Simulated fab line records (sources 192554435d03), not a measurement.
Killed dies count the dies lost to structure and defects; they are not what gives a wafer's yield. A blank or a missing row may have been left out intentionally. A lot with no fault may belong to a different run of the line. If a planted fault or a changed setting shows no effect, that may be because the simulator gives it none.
Chamber matching :: flow n5 finfet :: N5_BEOL_M2_DEP_57 on pecvd-03 has 3 sister chambers
The step deposits SiCN from 3MS/NH3, target thk 8 nm, time 14 s. 3 wafers are shown with their chamber, then 9 later ones without.

== EACH WAFER AND ITS CHAMBER ==
wafer: L093.3
chamber: 0
showerhead vpp V (V): 887

wafer: L093.4
chamber: 1
showerhead vpp V (V): 884

wafer: L093.6
chamber: 2
showerhead vpp V (V): 915

== WAFERS MISSING THEIR CHAMBER ==
wafer: L094.1
showerhead vpp V (V): 876

wafer: L094.2
showerhead vpp V (V): 901

wafer: L094.5
showerhead vpp V (V): 909

wafer: L096.2
showerhead vpp V (V): 924

wafer: L096.3
showerhead vpp V (V): 889

wafer: L096.6
showerhead vpp V (V): 921

wafer: L095.1
showerhead vpp V (V): 896

wafer: L095.4
showerhead vpp V (V): 879

wafer: L095.5
showerhead vpp V (V): 880

== CHAMBER TAKEN BY EACH ==
wafer: L094.1
from the rows above: can't be placed: 1 or 0
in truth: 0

wafer: L094.2
from the rows above: can't be placed: 0 or 2 or 1
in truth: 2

wafer: L094.5
from the rows above: 2
in truth: 2

wafer: L096.2
from the rows above: 2
in truth: 2

wafer: L096.3
from the rows above: can't be placed: 0 or 1
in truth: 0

wafer: L096.6
from the rows above: 2
in truth: 2

wafer: L095.1
from the rows above: can't be placed: 0 or 1 or 2
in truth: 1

wafer: L095.4
from the rows above: can't be placed: 1 or 0
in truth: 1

wafer: L095.5
from the rows above: can't be placed: 1 or 0
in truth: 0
Placed correctly: 3 of 9. From these rows, 6 cannot be placed; in 6 the true chamber is one of the candidates. Number placed wrongly: 0.
How it was worked out, from the rows above alone: a wafer's distance from a chamber is the root of the sum, over the readings, of the square of ((its reading less the chamber's mean) divided by the reading's scatter). If the next closest chamber is less than 2 further off than the closest, the wafer can't be placed; otherwise it belongs to the closest. Each chamber's mean is taken over the wafers shown for it. The scatter (one wafer shown for each chamber): square how far every hidden wafer sits from the nearest shown wafer, average those squares and take the square root.
